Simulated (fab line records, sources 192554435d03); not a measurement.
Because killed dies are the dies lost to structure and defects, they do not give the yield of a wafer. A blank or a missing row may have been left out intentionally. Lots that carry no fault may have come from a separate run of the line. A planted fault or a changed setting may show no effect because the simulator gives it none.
fab line records ; flow n5Finfet
[record] lots = 9; wafers = 27; lastDay = 18
route steps=1938 shown BEOL_M1@835 BEOL_M2@856 BEOL_M4@1111
lots that met no fault: taken from a fault-free run of the same line
startH: the number of hours between the record's first day and the start of the first shown wafer of the lot ; waitH: hours from the lot's prior step to this one ; " identical to the entry in the row above ; L1.1+2: one row covering several wafers at once ; - either no value or no given start ; * or withheld: withheld ; < > ~ a bound
route shown NAME@n: names a module that has steps shown in the file, with the first one's number in the route ; usual: the fault-free wafers' mean and standard deviation ; same: alike in all rows ; chamber/n: place in a boat ; sites: each site's reading ; _std_site: the standard deviation of these ; _edge_site: inner sites' mean taken away from outer sites' mean ; radiusMm: how far each site lies from the wafer's centre ; mask NAME#n: copy n ; behind: the tool/chamber that last shaped the wafer ; hold: the reason the lot was held/the length of the hold in hours/how it ended ; device: the transistor (n, p or np) that didn't switch ; end of line: tests of these same wafers at the route's end ; a step with no rows: only its recipe ; killed: count of dies lost to structure and defects at first sort (not the wafer's yield) ; map: the dies of a wafer, with x for killed, . for not killed, _ for no die there
set.NAME: setting as actually run; set.NAME@STEP: the setting as run at that earlier step ; model.NAME: the simulator's own value behind a step, which no gauge read
route steps across a sampled set of lots; one table per step, one row per wafer
services: the hour from which a tool's chamber was out of use, counted from the record's first day as startH (under 0 if before that day), plus the number of hours and why
[[steps]]
[step N5_BEOL_M1_PRE_CLEAN_60]
[recipe] gas = NH3/H2; timeS = 15; tempC = *; rfPowerW = 300
[usual] heaterPowerW = 81/5.4; susceptorTempC = *
lot.wafer;tool;chamber;startH;waitH;heaterPowerW;sinceWetCleanH;susceptorTempC
L565.2;cvdCo-01;2;130.62;0.0;86;431;*
L565.3;cvdCo-01;0;130.62;0.0;73;-;*
L565.5;cvdCo-01;2;130.62;0.0;85;-;*
L566.3;cvdCo-02;2;136.03;0.2;85;218;*
L566.5;cvdCo-02;2;136.03;0.2;84;-;*
L566.6;cvdCo-02;0;136.03;0.2;73;-;*
L568.2;cvdCo-01;2;145.10;0.1;83;446;*
L568.4;cvdCo-01;2;145.10;0.1;85;-;*
L568.5;cvdCo-01;1;145.10;0.1;80;-;*
L570.3;cvdCo-02;0;158.00;0.0;75;699;*
L570.4;cvdCo-02;0;158.00;0.0;75;-;*
L570.6;cvdCo-02;1;158.00;0.0;85;-;*
L572.1;cvdCo-01;0;176.71;0.0;75;937;*
L572.2;cvdCo-01;0;176.71;0.0;75;-;*
L572.5;cvdCo-01;0;176.71;0.0;76;-;*
L575.1;cvdCo-02;2;191.54;0.0;86;274;*
L575.3;cvdCo-02;1;191.54;0.0;87;1170;*
L575.4;cvdCo-02;1;191.54;0.0;87;-;*
L578.3;cvdCo-02;1;217.67;0.0;88;1196;*
L578.5;cvdCo-02;2;217.67;0.0;88;-;*
L578.6;cvdCo-02;1;217.67;0.0;85;-;*
L585.1;cvdCo-02;2;253.57;0.1;86;336;*
L585.3;cvdCo-02;0;253.57;0.1;71;795;*
L585.4;cvdCo-02;0;253.57;0.1;75;-;*
L587.1;cvdCo-02;1;277.14;0.0;86;1256;*
L587.5;cvdCo-02;1;277.14;0.0;86;-;*
L587.6;cvdCo-02;2;277.14;0.0;87;-;*
[step N5_BEOL_M2_INSPECT_13]
[recipe] mode = adi; inspectInstrument = brightfield
[usual] rawDefectCount = 398/100
lot.wafer;tool;chamber;startH;waitH;rawDefectCount
L565.2;defectInspect-02;-;132.23;0.0;659
L565.3;defectInspect-02;-;132.23;0.0;497
L565.5;defectInspect-02;-;132.23;0.0;824
L566.3;defectInspect-02;-;138.85;0.0;310
L566.5;defectInspect-02;-;138.85;0.0;425
L566.6;defectInspect-02;-;138.85;0.0;281
L568.2;defectInspect-02;-;147.71;0.0;318
L568.4;defectInspect-02;-;147.71;0.0;405
L568.5;defectInspect-02;-;147.71;0.0;419
L570.3;defectInspect-02;-;162.61;0.0;410
L570.4;defectInspect-02;-;162.61;0.0;514
L570.6;defectInspect-02;-;162.61;0.0;522
L572.1;defectInspect-01;-;178.24;0.1;312
L572.2;defectInspect-01;-;178.24;0.1;290
L572.5;defectInspect-01;-;178.24;0.1;276
L575.1;defectInspect-02;-;192.80;0.1;315
L575.3;defectInspect-02;-;192.80;0.1;236
L575.4;defectInspect-02;-;192.80;0.1;370
L578.3;defectInspect-02;-;219.29;0.0;353
L578.5;defectInspect-02;-;219.29;0.0;303
L578.6;defectInspect-02;-;219.29;0.0;317
L585.1;defectInspect-01;-;255.11;0.1;339
L585.3;defectInspect-01;-;255.11;0.1;439
L585.4;defectInspect-01;-;255.11;0.1;330
L587.1;defectInspect-02;-;279.51;0.1;448
L587.5;defectInspect-02;-;279.51;0.1;472
L587.6;defectInspect-02;-;279.51;0.1;402
[step N5_BEOL_M2_ETCH_74]
[recipe] chemistry = N2/H2; target = underlayer; targetDepthA = 65; maskMaterial = CAR-EUV; timeS = 5.2; ionEnergyEv = 200; pressureMtorr = 30; sourceW = 840; biasW = 150; n2FlowSccm = 200; h2FlowSccm = 200; ends = cleared
[usual] drypumpMotorCurrentA = 5.6/0.34; etchRfOnTimeS = 5.14/0.065; n2FlowSccm = 200.0/0.55; oesProductAu = 0.70/0.084; rfVppV = 523.5/2.4; showerheadPlenumPTorr = 2.53/0.077; throttleValvePct = 17.75/0.22
lot.wafer;tool;chamber;startH;waitH;drypumpMotorCurrentA;etchRfOnTimeS;n2FlowSccm;oesProductAu;rfHoursCounterH;rfVppV;showerheadPlenumPTorr;throttleValvePct
L565.2;rieDiel-01;2;132.34;0.0;5.8;5.26;200.6;0.76;33;520.8;2.49;17.43
L565.3;rieDiel-01;1;132.34;0.0;5.5;5.29;199.8;0.61;206;522.0;2.52;18.20
L565.5;rieDiel-01;0;132.34;0.0;5.2;5.20;199.6;0.56;-;520.4;2.50;18.16
L566.3;rieDiel-06;2;139.10;0.0;5.7;5.10;199.8;0.83;3;522.1;2.49;17.57
L566.5;rieDiel-06;2;139.10;0.0;5.7;5.11;199.4;0.82;-;525.3;2.49;17.58
L566.6;rieDiel-06;3;139.10;0.0;6.2;5.26;200.7;0.59;-;519.4;2.42;18.10
L568.2;rieDiel-01;1;147.87;0.0;5.5;5.22;199.6;0.59;212;523.3;2.51;18.26
L568.4;rieDiel-01;2;147.87;0.0;5.7;5.21;200.5;0.75;-;520.0;2.48;17.43
L568.5;rieDiel-01;0;147.87;0.0;5.1;5.20;199.3;0.55;-;522.7;2.49;18.17
L570.3;rieDiel-01;3;162.67;0.0;6.4;3.58;200.1;1.05;4;522.9;2.50;17.57
L570.4;rieDiel-01;2;162.67;0.0;5.7;3.64;198.8;0.92;-;517.3;2.48;17.47
L570.6;rieDiel-01;1;162.67;0.0;5.5;3.70;201.1;0.72;-;523.5;2.51;18.28
L572.1;rieDiel-02;0;178.33;0.0;5.8;5.10;199.3;0.61;176;524.4;2.63;17.63
L572.2;rieDiel-02;2;178.33;0.0;5.7;5.09;200.8;0.74;39;523.2;2.49;17.63
L572.5;rieDiel-02;2;178.33;0.0;5.7;5.10;200.3;0.75;-;521.2;2.49;17.65
L575.1;rieDiel-01;2;192.99;0.0;5.8;3.71;199.5;0.89;61;520.3;2.47;17.48
L575.3;rieDiel-01;3;192.99;0.0;6.4;3.67;200.4;0.98;17;523.7;2.49;17.63
L575.4;rieDiel-01;0;192.99;0.0;5.2;3.59;200.1;1.03;3;523.2;2.49;17.74
L578.3;rieDiel-02;3;219.36;0.0;5.2;5.14;198.9;0.62;200;525.2;2.63;17.75
L578.5;rieDiel-02;3;219.36;0.0;5.2;5.13;198.9;0.62;-;526.1;2.63;17.77
L578.6;rieDiel-02;2;219.36;0.0;5.7;5.14;200.1;0.73;-;521.2;2.48;17.65
L585.1;rieDiel-06;2;255.18;0.0;5.7;5.12;200.8;0.75;43;524.5;2.48;17.65
L585.3;rieDiel-06;1;255.18;0.0;5.6;5.30;200.2;0.60;197;521.8;2.52;17.70
L585.4;rieDiel-06;0;255.18;0.0;5.3;5.18;199.8;0.68;-;526.3;2.69;17.79
L587.1;rieDiel-06;3;279.72;0.0;6.2;5.12;200.2;0.83;6;528.9;2.72;17.72
L587.5;rieDiel-06;3;279.72;0.0;6.2;5.08;199.2;0.84;-;528.4;2.72;17.71
L587.6;rieDiel-06;0;279.72;0.0;5.3;5.17;200.2;0.67;-;528.2;2.69;17.82
[step N5_BEOL_M2_ETCH_63]
[recipe] chemistry = CF4; target = SiARC; targetDepthA = 156; maskMaterial = CAR-EUV; timeS = 26; ionEnergyEv = 80; pressureMtorr = 40; sourceW = 545; biasW = 36; Ar_flow_sccm = 100; cf4FlowSccm = 100; ends = cleared
[usual] drypumpMotorCurrentA = 5.6/0.34; etchRfOnTimeS = 25.7/0.34; oesProductAu = 0.70/0.084; rfVppV = 183.9/1.1; showerheadPlenumPTorr = 2.13/0.06; throttleValvePct = 15.48/0.24
lot.wafer;tool;chamber;startH;waitH;drypumpMotorCurrentA;etchRfOnTimeS;oesProductAu;rfHoursCounterH;rfVppV;showerheadPlenumPTorr;throttleValvePct
L565.2;rieDiel-01;2;132.36;0.0;5.8;26.1;0.76;33;184.4;2.10;15.13
L565.3;rieDiel-01;1;132.36;0.0;5.5;26.6;0.60;206;181.8;2.12;16.04
L565.5;rieDiel-01;0;132.36;0.0;5.2;26.1;0.56;-;184.8;2.11;15.90
L566.3;rieDiel-06;2;139.11;0.0;5.6;25.4;0.83;3;182.5;2.10;15.33
L566.5;rieDiel-06;2;139.11;0.0;5.7;25.5;0.83;-;183.9;2.10;15.33
L566.6;rieDiel-06;3;139.11;0.0;6.2;26.2;0.60;-;182.0;2.04;15.72
L568.2;rieDiel-01;1;147.89;0.0;5.5;26.3;0.59;212;184.0;2.12;16.04
L568.4;rieDiel-01;2;147.89;0.0;5.8;25.9;0.75;-;182.2;2.10;15.14
L568.5;rieDiel-01;0;147.89;0.0;5.2;26.1;0.56;-;183.9;2.10;15.91
L570.3;rieDiel-01;3;162.69;0.0;6.4;25.6;0.84;4;184.1;2.11;15.30
L570.4;rieDiel-01;2;162.69;0.0;5.7;25.8;0.76;-;183.4;2.09;15.14
L570.6;rieDiel-01;1;162.69;0.0;5.5;26.2;0.59;-;183.0;2.12;16.07
L572.1;rieDiel-02;0;178.34;0.0;5.9;25.4;0.62;176;187.1;2.21;15.40
L572.2;rieDiel-02;2;178.34;0.0;5.7;25.3;0.75;39;183.3;2.09;15.30
L572.5;rieDiel-02;2;178.34;0.0;5.7;25.2;0.75;-;183.8;2.09;15.30
L575.1;rieDiel-01;2;193.01;0.0;5.7;26.0;0.73;61;183.8;2.09;15.18
L575.3;rieDiel-01;3;193.01;0.0;6.4;25.8;0.80;17;183.2;2.10;15.32
L575.4;rieDiel-01;0;193.01;0.0;5.2;25.5;0.85;3;184.6;2.10;15.40
L578.3;rieDiel-02;3;219.37;0.0;5.2;25.6;0.61;200;185.3;2.21;15.53
L578.5;rieDiel-02;3;219.37;0.0;5.2;25.4;0.62;-;184.7;2.21;15.53
L578.6;rieDiel-02;2;219.37;0.0;5.7;25.2;0.74;-;182.2;2.09;15.34
L585.1;rieDiel-06;2;255.19;0.0;5.7;25.7;0.74;43;182.0;2.09;15.44
L585.3;rieDiel-06;1;255.19;0.0;5.6;26.3;0.61;197;182.5;2.12;15.56
L585.4;rieDiel-06;0;255.19;0.0;5.3;25.5;0.68;-;185.8;2.25;15.49
L587.1;rieDiel-06;3;279.74;0.0;6.1;25.5;0.84;6;186.3;2.28;15.28
L587.5;rieDiel-06;3;279.74;0.0;6.2;25.3;0.84;-;186.2;2.28;15.29
L587.6;rieDiel-06;0;279.74;0.0;5.3;25.5;0.68;-;184.7;2.25;15.50
[step N5_BEOL_M4_RC_MEAS_101]
[usual] DIBL_N = 36.1/1.3; DIBL_P = 36.1/1.7; IOFF_N = 0.154/0.022; IOFF_P = 0.201/0.024; ION_N = 675/8.9; ION_P = 462/5.9; SS_N = 71.5/0.49; SS_P = 73.3/0.58; VT_N = 250.0/2.7; VT_P = -251.3/2.7
lot.wafer;tool;chamber;startH;waitH;DIBL_N[mV/V];DIBL_P[mV/V];IOFF_N[nA/um];IOFF_P[nA/um];ION_N[uA/um];ION_P[uA/um];SS_N[mV/dec];SS_P[mV/dec];VT_N[mV];VT_P[mV]
L565.2;prober-01;0;164.01;0.2;35.6;34.7;0.148;0.194;674;468;71.6;73.1;249.6;-251.0
L565.3;prober-01;0;164.01;0.2;35.7;34.9;0.151;0.200;688;470;72.3;73.5;249.3;-249.6
L565.5;prober-01;0;164.01;0.2;35.3;34.9;0.147;0.196;678;463;72.2;72.6;247.7;-250.2
L566.3;prober-02;0;170.07;0.3;34.0;33.8;0.133;0.171;662;449;71.7;72.9;250.9;-255.2
L566.5;prober-02;0;170.07;0.3;33.7;33.7;0.128;0.170;672;464;71.9;73.1;254.0;-254.0
L566.6;prober-02;0;170.07;0.3;33.8;33.5;0.129;0.167;662;456;71.2;72.6;252.7;-255.0
L568.2;prober-02;0;189.27;0.2;37.6;37.2;0.164;0.216;681;468;71.6;73.5;250.3;-249.2
L568.4;prober-02;0;189.27;0.2;38.4;38.5;0.181;0.235;684;468;72.1;73.9;248.3;-249.2
L568.5;prober-02;0;189.27;0.2;35.2;34.9;0.134;0.184;681;466;71.5;73.4;252.3;-253.5
L570.3;prober-01;0;193.75;0.3;35.5;35.7;0.139;0.213;673;460;72.1;73.3;251.8;-249.5
L570.4;prober-01;0;193.75;0.3;35.4;34.5;0.133;0.200;656;459;71.7;72.9;253.1;-248.3
L570.6;prober-01;0;193.75;0.3;35.1;34.4;0.133;0.200;663;461;71.3;72.8;249.9;-248.9
L572.1;prober-02;0;212.89;0.0;36.1;34.8;0.155;0.202;669;464;71.9;72.5;250.6;-253.7
L572.2;prober-02;0;212.89;0.0;35.3;33.5;0.148;0.184;682;462;72.0;72.7;249.2;-254.6
L572.5;prober-02;0;212.89;0.0;35.4;33.9;0.141;0.189;674;465;71.2;73.1;253.0;-253.1
L575.1;prober-01;0;234.47;0.0;36.3;35.6;0.127;0.182;662;455;71.1;72.7;252.8;-253.7
L575.3;prober-01;0;234.47;0.0;37.7;37.2;0.162;0.205;672;460;71.3;74.0;249.4;-252.9
L575.4;prober-01;0;234.47;0.0;34.9;33.8;0.116;0.165;664;455;70.9;72.9;253.7;-253.3
L578.3;prober-01;0;256.60;0.3;32.9;32.7;0.124;0.164;677;465;71.2;73.2;251.8;-253.6
L578.5;prober-01;0;256.60;0.3;33.4;33.6;0.129;0.179;664;458;71.1;73.4;251.4;-254.2
L578.6;prober-01;0;256.60;0.3;33.5;32.3;0.119;0.157;671;460;71.3;72.7;255.1;-254.7
L585.1;prober-02;0;293.24;0.0;38.8;38.7;0.206;0.234;693;465;72.0;74.5;246.4;-251.8
L585.3;prober-02;0;293.24;0.0;38.5;38.0;0.195;0.228;696;471;71.5;74.8;247.9;-251.2
L585.4;prober-02;0;293.24;0.0;36.1;35.9;0.144;0.182;675;458;71.0;73.2;250.5;-255.0
L587.1;prober-02;0;319.48;0.0;38.7;39.5;0.196;0.268;696;478;72.4;73.9;244.5;-245.7
L587.5;prober-02;0;319.48;0.0;37.4;38.0;0.174;0.247;681;470;72.2;73.6;245.3;-248.8
L587.6;prober-02;0;319.48;0.0;36.1;36.4;0.147;0.211;670;464;71.9;73.0;251.1;-247.4
[[services]]
tool;chamber;startH;hours;kind
rieDiel-06;2;112.37;4.9;repair
rieDiel-01;3;112.40;-;clean
rieDiel-01;3;112.40;-;consumableReplace:focusRing
rieDiel-01;3;112.40;41.4;scheduledDown
rieDiel-01;3;112.40;41.4;ventCycle
rieDiel-01;0;119.86;2.2;repair
cvdCo-02;-;144.26;3.0;repair
cvdCo-01;-;147.27;6.0;pm
rieDiel-01;0;154.18;-;clean
rieDiel-01;0;154.18;-;consumableReplace:focusRing
rieDiel-01;0;154.18;33.0;scheduledDown
rieDiel-01;0;154.18;33.0;ventCycle
rieDiel-06;1;164.44;9.9;repair
cvdCo-01;2;167.15;10.9;repair
cvdCo-01;1;167.27;34.5;repair
rieDiel-01;3;177.60;5.2;repair
cvdCo-02;-;178.10;0.3;repair
rieDiel-06;1;183.55;8.8;repair
cvdCo-01;-;202.00;3.4;repair
rieDiel-02;0;212.15;22.1;repair
rieDiel-06;3;215.95;2.9;repair
rieDiel-01;1;240.61;-;clean
rieDiel-01;1;240.61;-;consumableReplace:focusRing
rieDiel-01;1;240.61;16.8;scheduledDown
[[key]]
[firstSign] step = N5_BEOL_M2_ETCH_74; reading = etchRfOnTimeS; direction = down; sigmas = 23; usual = *; struck = *
[effect] step = N5_BEOL_M2_ETCH_74; reading = oesProductAu; direction = up; sigmas = 2.8; usual = 0.70; struck = 0.93; wafersMoved = 4
metAt N5_BEOL_M2_ETCH_74
struckLots L570,L575
rowsEnd L575.1,L575.3,L575.4
notActingAt N5_BEOL_M1_PRE_CLEAN_60,N5_BEOL_M2_INSPECT_13,N5_BEOL_M2_ETCH_63
onsetBetween 147.87 162.67
[fault] kind = processParameterDrift; tool = rieDiel-01; chamber = -; onsetH = 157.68; steps = N5_BEOL_M2_ETCH_74; channel = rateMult; offset = 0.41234; shape = step
// rowsEnd: these wafers met a further fault down the route, and their rows from its step on are left out
